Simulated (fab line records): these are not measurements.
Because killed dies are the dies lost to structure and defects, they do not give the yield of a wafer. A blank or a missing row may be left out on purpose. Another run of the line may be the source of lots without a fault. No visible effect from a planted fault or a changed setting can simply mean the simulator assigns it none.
fab line records	flow n5Finfet	part 1 of 2: steps 1 to 4 of 6
record lots=24	wafers=72	lastDay=18
route steps=1938 shown BEOL_M7@1325 BEOL_M8@1335
lots untouched by any fault: they come from a run of this same line in which no faults occurred
startH: hours from the record's first day to the start of the lot's first wafer shown	waitH: how many hours have passed since the lot's step before this one	" as in the row above	L1.1+2: a row that stands for several wafers	- value missing, or start not given	* or withheld: withheld	< > ~ a bound
route shown NAME@n: names a module that has steps shown in the file, with the first one's number in the route	usual: average and standard deviation across the fault-free wafers	same: alike in all rows	chamber/n: place in a boat	sites: each site's reading	_std_site: how widely they spread, as a standard deviation	_edge_site: inner sites' mean taken away from outer sites' mean	radiusMm: for every site, how far away it sits from the centre of the wafer	mask NAME#n: copy n	behind: the most recent tool/chamber to have shaped the wafer	hold: the reason the lot was held/the length of the hold in hours/how it ended	device: the n, p or np transistor that did not switch	end of line: the same wafers' tests at the end of the route	a step given without rows: its recipe and nothing more	killed: at the first sort, the dies lost to defects and structure; wafer yield is something else	map: a wafer's dies, marking killed ones x, the rest . and places with no die _
set.NAME: the setting that was run; set.NAME@STEP: the one run at that earlier step	model.NAME: the simulator's own value behind a step, which no gauge read
the route's steps for a sample of lots (tables are steps, rows are wafers)
services: the hour from which a tool's chamber was out of use, counted from the record's first day as startH (under 0 if before that day), plus the number of hours and why
## steps
# step N5_BEOL_M7_ANNEAL_51
# recipe tempC=225	timeS=90	ambient=N2
# usual wafer_temp_C_max=226.2/0.33
lot.wafer	tool	chamber	startH	waitH	wafer_temp_C_max
L074.1	rtpAnneal-01	0	212.42	0.1	226.3
L074.4	"	0	"	"	225.9
L074.5	"	0	"	"	226.5
L075.3	rtpAnneal-02	0	214.84	0.6	226.1
L075.4	"	0	"	"	226.5
L075.6	"	0	"	"	225.8
L078.1	rtpAnneal-02	0	231.95	0.8	225.7
L078.2	"	0	"	"	226.1
L078.6	"	0	"	"	226.8
L076.2	rtpAnneal-02	0	234.22	0.1	226.2
L076.3	"	0	"	"	225.9
L076.5	"	0	"	"	226.2
L079.1	rtpAnneal-01	0	240.65	0.1	226.7
L079.2	"	0	"	"	226.9
L079.5	"	0	"	"	226.3
L080.2	rtpAnneal-01	0	244.59	0.3	226.5
L080.3	"	0	"	"	225.9
L080.5	"	0	"	"	226.2
L081.2	rtpAnneal-02	0	244.72	0.4	226.0
L081.5	"	0	"	"	226.0
L081.6	"	0	"	"	226.7
L077.2	rtpAnneal-01	0	244.86	0.2	226.1
L077.3	"	0	"	"	226.8
L077.5	"	0	"	"	226.7
L082.1	rtpAnneal-02	0	262.37	0.1	225.9
L082.2	"	0	"	"	225.9
L082.3	"	0	"	"	225.9
L083.4	rtpAnneal-01	0	262.47	0.2	225.8
L083.5	"	0	"	"	226.6
L083.6	"	0	"	"	226.3
L085.4	rtpAnneal-02	0	264.82	0.4	226.4
L085.5	"	0	"	"	226.8
L085.6	"	0	"	"	226.3
L084.2	rtpAnneal-02	0	266.98	0.2	226.1
L084.3	"	0	"	"	226.2
L084.4	"	0	"	"	226.1
L087.2	rtpAnneal-02	0	284.04	0.1	226.0
L087.3	"	0	"	"	225.8
L087.6	"	0	"	"	226.1
L086.2	rtpAnneal-01	0	288.48	0.8	226.1
L086.4	"	0	"	"	226.5
L086.5	"	0	"	"	226.4
L088.1	rtpAnneal-01	0	295.18	0.4	226.6
L088.3	"	0	"	"	226.0
L088.4	"	0	"	"	226.3
L090.3	rtpAnneal-01	0	302.08	0.3	226.2
L090.4	"	0	"	"	226.0
L090.6	"	0	"	"	226.8
L092.1	rtpAnneal-02	0	311.00	0.2	226.3
L092.4	"	0	"	"	226.1
L092.6	"	0	"	"	225.7
L089.3	rtpAnneal-01	0	311.02	0.3	226.5
L089.4	"	0	"	"	226.7
L089.5	"	0	"	"	226.7
L091.2	rtpAnneal-01	0	311.25	0.1	226.2
L091.4	"	0	"	"	226.5
L091.5	"	0	"	"	226.4
L093.1	rtpAnneal-02	0	312.34	0.1	225.7
L093.2	"	0	"	"	226.4
L093.6	"	0	"	"	225.7
L094.2	rtpAnneal-02	0	313.39	0.2	226.3
L094.3	"	0	"	"	226.2
L094.6	"	0	"	"	226.2
L096.1	rtpAnneal-02	0	336.58	0.4	226.1
L096.2	"	0	"	"	225.6
L096.5	"	0	"	"	226.2
L095.1	rtpAnneal-01	0	336.58	0.4	226.2
L095.3	"	0	"	"	226.3
L095.5	"	0	"	"	226.2
L097.1	rtpAnneal-02	0	345.06	0.1	226.4
L097.2	"	0	"	"	226.0
L097.4	"	0	"	"	226.3
# step N5_BEOL_M8_PECVD_70
# recipe material=SiO2	targetThkA=200	tempC=400	precursor=TEOS/O2	pressureTorr=5.5	rfW=450	teosFlowSccm=53.8	gas=O2	flowSccm=3000	timeS=22.7
# usual chamberPressureTorr=5.501/0.014	heaterPowerW=676/96	showerheadPlenumPTorr=8.79/0.07	throttleValvePct=21.8/1.5
lot.wafer	tool	chamber	startH	waitH	chamberPressureTorr	heaterPowerW	showerheadPlenumPTorr	throttleValvePct
L074.1	pecvd-01	0	214.15	0.0	5.502	671	8.81	21.9
L074.4	"	0	"	"	5.511	694	8.80	22.0
L074.5	"	1	"	"	5.488	579	8.71	21.4
L075.3	pecvd-04	0	216.87	0.0	5.499	683	8.79	23.4
L075.4	"	1	"	"	5.505	776	8.79	25.6
L075.6	"	0	"	"	5.501	682	8.77	24.1
L078.1	pecvd-03	2	233.97	0.0	5.480	602	8.71	20.4
L078.2	"	1	"	"	5.499	840	8.89	23.3
L078.6	"	2	"	"	5.499	594	8.69	20.2
L076.2	pecvd-04	0	235.58	0.0	5.587	677	8.77	23.7
L076.3	"	2	"	"	5.490	691	8.75	20.6
L076.5	"	1	"	"	5.508	730	8.79	25.8
L079.1	pecvd-03	2	242.07	0.0	5.490	605	8.71	20.3
L079.2	"	1	"	"	5.492	853	8.90	23.1
L079.5	"	1	"	"	5.471	857	8.87	23.6
L081.2	pecvd-03	2	246.11	0.0	5.511	604	8.70	20.3
L081.5	"	1	"	"	5.494	750	8.89	23.4
L081.6	"	0	"	"	5.503	761	8.80	21.7
L077.2	pecvd-01	1	246.23	0.0	5.493	603	8.72	21.0
L077.3	"	2	"	"	5.499	535	8.87	20.1
L077.5	"	2	"	"	5.503	548	8.91	19.9
L080.2	pecvd-03	0	246.43	0.0	5.505	850	8.79	21.5
L080.3	"	2	"	"	5.511	513	8.70	20.3
L080.5	"	2	"	"	5.496	498	8.69	20.2
L082.1	pecvd-03	2	263.77	0.0	5.526	597	8.71	20.5
L082.2	"	1	"	"	5.497	702	8.90	23.3
L082.3	"	0	"	"	5.489	718	8.80	21.7
L083.4	pecvd-04	1	264.27	0.1	5.504	732	8.80	25.2
L083.5	"	0	"	"	5.508	682	8.77	23.7
L083.6	"	2	"	"	5.501	645	8.76	20.7
L085.4	pecvd-01	0	266.58	0.1	5.482	652	8.79	21.8
L085.5	"	2	"	"	5.494	594	8.89	19.8
L085.6	"	1	"	"	5.503	646	8.68	21.2
L084.2	pecvd-04	2	268.51	0.0	5.486	559	8.74	20.9
L084.3	"	1	"	"	5.517	797	8.77	25.7
L084.4	"	1	"	"	5.507	805	8.77	25.8
L087.2	pecvd-01	1	286.84	0.0	5.506	603	8.72	21.3
L087.3	"	2	"	"	5.505	607	8.91	19.9
L087.6	"	0	"	"	5.495	688	8.81	21.7
L086.2	pecvd-01	1	290.32	0.0	5.495	577	8.71	21.2
L086.4	"	1	"	"	5.498	583	8.73	21.0
L086.5	"	2	"	"	5.505	608	8.89	19.9
L088.1	pecvd-01	0	297.33	0.0	5.497	690	8.80	21.7
L088.3	"	1	"	"	5.513	610	8.69	21.2
L088.4	"	0	"	"	5.483	682	8.79	21.9
L090.3	pecvd-03	0	303.41	0.0	5.501	744	8.81	21.7
L090.4	"	0	"	"	5.478	742	8.79	21.6
L090.6	"	2	"	"	5.504	523	8.69	20.5
L089.3	pecvd-03	0	312.56	0.0	5.497	801	8.80	21.8
L089.4	"	1	"	"	5.497	818	8.88	23.3
L089.5	"	2	"	"	5.497	550	8.69	20.2
L092.1	pecvd-01	2	312.56	0.0	5.497	595	8.90	20.0
L092.4	"	1	"	"	5.496	652	8.69	21.3
L092.6	"	2	"	"	5.493	575	8.89	19.8
L091.2	pecvd-04	1	313.04	0.0	5.512	772	8.81	25.7
L091.4	"	0	"	"	5.514	690	8.79	23.7
L091.5	"	1	"	"	5.502	791	8.77	25.4
L093.1	pecvd-01	1	313.76	0.0	5.490	630	8.71	21.1
L093.2	"	2	"	"	5.520	557	8.90	20.4
L093.6	"	1	"	"	5.477	637	8.72	21.7
L094.2	pecvd-03	2	314.75	0.0	5.498	577	8.71	20.2
L094.3	"	0	"	"	5.488	809	8.80	21.7
L094.6	"	1	"	"	5.507	728	8.91	23.2
L096.1	pecvd-03	1	337.98	0.0	5.502	756	8.89	23.2
L096.2	"	0	"	"	5.494	765	8.78	21.8
L096.5	"	1	"	"	5.512	743	8.89	23.4
L095.1	pecvd-03	2	338.47	0.0	5.526	521	8.73	20.6
L095.3	"	1	"	"	5.514	847	8.88	23.2
L095.5	"	0	"	"	5.477	841	8.78	21.9
L097.1	pecvd-01	2	346.46	0.0	5.488	604	8.92	20.1
L097.2	"	1	"	"	5.501	642	8.71	21.0
L097.4	"	2	"	"	5.507	591	8.90	20.2
# step N5_BEOL_M8_DESCUM_16
# recipe chemistry=O2	timeS=7.9	sourcePowerW=50	biasPowerW=20	pressureMtorr=20	rfFrequencyHz=2.712e+07	tempC=40	resist=CAR-ArF	o2FlowSccm=225
# usual drypumpMotorCurrentA=5.6/0.55	oesProductAu=0.83/0.079	rfVppV=243.2/1.5	showerheadPlenumPTorr=2.11/0.074	throttleValvePct=20.35/0.14
lot.wafer	tool	chamber	startH	waitH	drypumpMotorCurrentA	oesProductAu	rfHoursCounterH	rfVppV	showerheadPlenumPTorr	throttleValvePct
L074.1	rieDiel-06	2	214.67	0.0	6.4	0.89	42	244.0	2.25	20.44
L074.4	"	2	"	"	6.4	0.89	-	244.8	2.25	20.43
L074.5	"	0	"	"	4.8	0.85	-	240.0	2.03	20.28
L075.3	rieDiel-06	3	218.37	0.0	5.6	0.96	10	243.3	2.08	20.17
L075.4	"	3	"	"	5.7	0.96	-	242.2	2.08	20.17
L075.6	"	2	"	"	6.4	0.90	-	244.7	2.25	20.42
L078.1	rieDiel-02	1	235.05	0.0	5.3	0.73	192	243.2	2.09	20.37
L078.2	"	0	"	"	5.5	0.76	151	243.4	2.07	20.17
L078.6	"	1	"	"	5.3	0.73	-	243.1	2.09	20.35
L076.2	rieDiel-05	3	237.93	0.3	5.8	0.87	31	242.2	2.05	20.63
L076.3	"	1	"	"	5.5	1.02	0	243.4	2.09	20.33
L076.5	"	1	"	"	5.4	1.02	-	242.9	2.09	20.34
L079.1	rieDiel-02	3	244.03	0.1	6.4	0.68	233	243.0	2.06	20.61
L079.2	"	0	"	"	5.5	0.75	154	242.2	2.06	20.16
L079.5	"	1	"	"	5.3	0.72	-	244.8	2.08	20.37
L081.2	rieDiel-05	2	247.93	0.1	6.5	0.86	53	243.4	2.21	20.27
L081.5	"	1	"	"	5.4	0.99	-	242.7	2.09	20.33
L081.6	"	0	"	"	5.5	0.77	-	241.0	2.01	20.31
L077.2	rieDiel-05	3	248.19	0.2	5.7	0.86	34	242.4	2.05	20.63
L077.3	"	1	"	"	5.5	0.98	3	243.9	2.09	20.34
L077.5	"	0	"	"	5.5	0.77	-	242.9	2.01	20.31
L080.2	rieDiel-06	1	248.27	0.2	5.5	0.93	8	245.2	2.16	20.42
L080.3	"	3	"	"	5.7	0.92	23	242.6	2.08	20.18
L080.5	"	2	"	"	6.4	0.87	-	245.0	2.24	20.44
L082.1	rieDiel-06	3	265.24	0.0	5.7	0.90	30	242.2	2.08	20.17
L082.2	"	1	"	"	5.5	0.92	15	243.5	2.16	20.45
L082.3	"	2	"	"	6.4	0.87	63	245.5	2.24	20.44
L083.4	rieDiel-06	1	265.50	0.1	5.6	0.91	16	243.9	2.16	20.46
L083.5	"	3	"	"	5.7	0.89	-	242.3	2.08	20.20
L083.6	"	2	"	"	6.4	0.86	-	245.2	2.24	20.47
L085.4	rieDiel-06	3	267.84	0.0	5.7	0.90	31	241.4	2.08	20.18
L085.5	"	3	"	"	5.7	0.91	-	242.5	2.08	20.19
L085.6	"	0	"	"	4.8	0.83	-	242.0	2.03	20.31
L084.2	rieDiel-02	1	270.53	0.0	5.3	0.72	204	243.0	2.08	20.39
L084.3	"	0	"	"	5.5	0.75	164	243.5	2.06	20.17
L084.4	"	2	"	"	4.7	0.75	153	244.4	2.18	20.16
L087.2	rieDiel-02	0	287.80	0.0	5.5	0.75	170	244.0	2.06	20.19
L087.3	"	1	"	"	5.3	0.72	210	244.7	2.08	20.40
L087.6	"	1	"	"	5.3	0.72	-	244.2	2.08	20.39
L086.2	rieDiel-06	0	291.73	0.0	4.8	0.82	91	241.4	2.03	20.34
L086.4	"	1	"	"	5.6	0.90	26	242.7	2.16	20.47
L086.5	"	3	"	"	5.7	0.90	-	243.8	2.07	20.20
L088.1	rieDiel-06	2	299.04	0.0	6.4	0.84	75	245.1	2.23	20.46
L088.3	"	1	"	"	5.5	0.90	28	242.7	2.16	20.49
L088.4	"	3	"	"	5.7	0.88	41	242.3	2.07	20.20
L090.3	rieDiel-06	0	305.82	0.0	4.8	0.81	94	241.4	2.02	20.32
L090.4	"	2	"	"	6.4	0.84	77	244.0	2.23	20.47
L090.6	"	0	"	"	4.8	0.80	-	242.8	2.02	20.32
L092.1	rieDiel-05	2	314.19	0.3	6.5	0.82	79	246.1	2.20	20.33
L092.4	"	1	"	"	5.4	0.92	29	242.8	2.08	20.37
L092.6	"	1	"	"	5.5	0.92	-	241.2	2.08	20.38
L089.3	rieDiel-06	2	314.79	0.7	6.4	0.85	81	245.5	2.23	20.50
L089.4	"	1	"	"	5.6	0.88	35	244.2	2.15	20.49
L089.5	"	2	"	"	6.4	0.85	-	245.6	2.23	20.47
L091.2	rieDiel-05	2	315.84	1.1	6.5	0.82	80	244.4	2.20	20.32
L091.4	"	3	"	"	5.7	0.84	59	241.9	2.04	20.67
L091.5	"	0	"	"	5.5	0.75	-	241.3	2.01	20.33
L093.1	rieDiel-05	1	316.10	1.2	5.4	0.91	30	242.0	2.08	20.37
L093.2	"	0	"	"	5.5	0.75	154	242.2	2.00	20.32
L093.6	"	3	"	"	5.8	0.84	-	242.0	2.04	20.66
L094.2	rieDiel-02	0	316.22	0.8	5.5	0.74	183	243.9	2.05	20.18
L094.3	"	2	"	"	4.7	0.74	173	245.3	2.18	20.18
L094.6	"	1	"	"	5.3	0.71	-	242.2	2.08	20.42
L096.1	rieDiel-05	3	339.10	0.3	5.7	0.83	67	241.4	2.04	20.68
L096.2	"	0	"	"	5.5	0.74	161	240.7	2.00	20.33
L096.5	"	1	"	"	5.4	0.89	-	241.8	2.08	20.37
L095.1	rieDiel-02	0	339.20	0.2	5.5	0.73	193	244.1	2.05	20.22
L095.3	"	1	"	"	5.3	0.70	232	242.4	2.07	20.42
L095.5	"	2	"	"	4.7	0.74	-	242.5	2.17	20.22
L097.1	rieDiel-06	2	348.28	0.2	6.4	0.82	92	244.6	2.23	20.51
L097.2	"	1	"	"	5.6	0.86	47	243.9	2.15	20.52
L097.4	"	3	"	"	5.7	0.86	59	241.3	2.07	20.24
# step N5_BEOL_M8_STRIP_67
# recipe chemistry=CF4	resist=SiARC	powerW=300	biasPowerW=75	pressureMtorr=50	cf4FlowSccm=150	rfFrequencyHz=6e+07
# usual drypumpMotorCurrentA=5.6/0.54	oesProductAu=0.83/0.07	rfVppV=271.1/1.6	showerheadPlenumPTorr=1.80/0.058	throttleValvePct=13.45/0.19
lot.wafer	tool	chamber	startH	waitH	drypumpMotorCurrentA	oesProductAu	rfHoursCounterH	rfVppV	showerheadPlenumPTorr	throttleValvePct
L074.1	rieDiel-06	2	214.91	0.0	6.4	0.88	42	274.1	1.91	13.41
L074.4	"	2	"	"	6.4	0.87	-	273.7	1.91	13.42
L074.5	"	0	"	"	4.8	0.84	-	269.2	1.76	13.45
L075.3	rieDiel-06	3	218.60	0.0	5.6	0.93	11	269.1	1.77	13.13
L075.4	"	3	"	"	5.6	0.94	-	268.7	1.77	13.13
L075.6	"	2	"	"	6.4	0.87	-	272.7	1.91	13.41
L078.1	rieDiel-02	1	235.28	0.0	5.3	0.73	192	270.1	1.81	13.72
L078.2	"	0	"	"	5.5	0.77	151	270.2	1.79	13.52
L078.6	"	1	"	"	5.3	0.73	-	272.7	1.81	13.75
L076.2	rieDiel-05	3	238.17	0.0	5.7	0.90	31	269.0	1.75	13.52
L076.3	"	1	"	"	5.4	1.00	0	271.3	1.77	13.17
L076.5	"	1	"	"	5.4	0.99	-	270.7	1.77	13.18
L079.1	rieDiel-02	3	244.27	0.0	6.5	0.69	233	269.5	1.78	13.92
L079.2	"	0	"	"	5.5	0.77	154	271.2	1.79	13.52
L079.5	"	1	"	"	5.3	0.74	-	272.7	1.81	13.69
L081.2	rieDiel-05	2	248.17	0.0	6.4	0.86	53	273.8	1.91	13.47
L081.5	"	1	"	"	5.4	0.96	-	272.1	1.77	13.17
L081.6	"	0	"	"	5.5	0.78	-	270.4	1.74	13.55
L077.2	rieDiel-05	3	248.42	0.0	5.7	0.87	34	269.4	1.75	13.52
L077.3	"	1	"	"	5.4	0.95	3	271.5	1.77	13.18
L077.5	"	0	"	"	5.4	0.78	-	269.1	1.74	13.55
L080.2	rieDiel-06	1	248.51	0.0	5.5	0.92	9	271.6	1.81	13.35
L080.3	"	3	"	"	5.7	0.90	23	271.0	1.76	13.16
L080.5	"	2	"	"	6.4	0.85	-	272.9	1.91	13.46
L082.1	rieDiel-06	3	265.48	0.0	5.7	0.89	30	271.5	1.76	13.18
L082.2	"	1	"	"	5.6	0.90	16	271.6	1.81	13.37
L082.3	"	2	"	"	6.4	0.84	63	272.9	1.91	13.44
L083.4	rieDiel-06	1	265.74	0.0	5.6	0.90	16	271.3	1.81	13.38
L083.5	"	3	"	"	5.7	0.90	-	267.5	1.76	13.18
L083.6	"	2	"	"	6.4	0.84	-	271.3	1.91	13.45
L085.4	rieDiel-06	3	268.08	0.0	5.7	0.89	31	269.0	1.76	13.18
L085.5	"	3	"	"	5.6	0.89	-	271.2	1.76	13.19
L085.6	"	0	"	"	4.8	0.82	-	269.1	1.76	13.49
L084.2	rieDiel-02	1	270.77	0.0	5.3	0.73	204	270.0	1.81	13.74
L084.3	"	0	"	"	5.5	0.76	164	270.2	1.78	13.54
L084.4	"	2	"	"	4.7	0.76	153	273.3	1.85	13.39
L087.2	rieDiel-02	0	288.03	0.0	5.5	0.75	171	270.7	1.78	13.56
L087.3	"	1	"	"	5.3	0.73	210	271.3	1.80	13.75
L087.6	"	1	"	"	5.3	0.72	-	269.8	1.80	13.75
L086.2	rieDiel-06	0	291.97	0.0	4.8	0.81	91	269.0	1.76	13.50
L086.4	"	1	"	"	5.5	0.88	26	272.9	1.81	13.39
L086.5	"	3	"	"	5.7	0.88	-	270.1	1.76	13.20
L088.1	rieDiel-06	2	299.28	0.0	6.4	0.83	75	272.8	1.90	13.48
L088.3	"	1	"	"	5.5	0.89	28	272.7	1.80	13.37
L088.4	"	3	"	"	5.7	0.87	41	271.4	1.76	13.20
L090.3	rieDiel-06	0	306.06	0.0	4.8	0.81	94	269.9	1.75	13.53
L090.4	"	2	"	"	6.4	0.82	77	271.7	1.90	13.49
L090.6	"	0	"	"	4.8	0.80	-	270.1	1.75	13.50
L092.1	rieDiel-05	2	314.43	0.0	6.5	0.82	79	274.1	1.90	13.51
L092.4	"	1	"	"	5.4	0.90	29	270.4	1.76	13.23
L092.6	"	1	"	"	5.4	0.90	-	270.1	1.76	13.25
L089.3	rieDiel-06	2	315.03	0.0	6.4	0.82	81	272.4	1.90	13.47
L089.4	"	1	"	"	5.5	0.87	35	272.4	1.80	13.40
L089.5	"	2	"	"	6.4	0.82	-	270.9	1.90	13.50
L091.2	rieDiel-05	2	316.08	0.0	6.5	0.82	80	273.4	1.90	13.52
L091.4	"	3	"	"	5.8	0.85	59	269.2	1.74	13.58
L091.5	"	0	"	"	5.4	0.76	-	270.2	1.74	13.60
L093.1	rieDiel-05	1	316.33	0.0	5.4	0.90	30	271.3	1.76	13.25
L093.2	"	0	"	"	5.4	0.76	154	270.0	1.74	13.59
L093.6	"	3	"	"	5.7	0.84	-	270.2	1.74	13.58
L094.2	rieDiel-02	0	316.46	0.0	5.5	0.75	183	270.3	1.78	13.60
L094.3	"	2	"	"	4.7	0.74	173	271.2	1.85	13.41
L094.6	"	1	"	"	5.3	0.71	-	270.9	1.80	13.78
L096.1	rieDiel-05	3	339.34	0.0	5.7	0.83	67	269.6	1.74	13.60
L096.2	"	0	"	"	5.4	0.75	161	269.5	1.73	13.61
L096.5	"	1	"	"	5.4	0.87	-	270.3	1.76	13.26
L095.1	rieDiel-02	0	339.43	0.0	5.5	0.73	193	271.2	1.78	13.61
L095.3	"	1	"	"	5.3	0.71	232	271.4	1.80	13.81
L095.5	"	2	"	"	4.7	0.74	-	273.0	1.85	13.45
L097.1	rieDiel-06	2	348.52	0.0	6.4	0.80	92	274.8	1.90	13.52
L097.2	"	1	"	"	5.5	0.85	47	271.8	1.80	13.45
L097.4	"	3	"	"	5.7	0.85	59	268.8	1.75	13.24
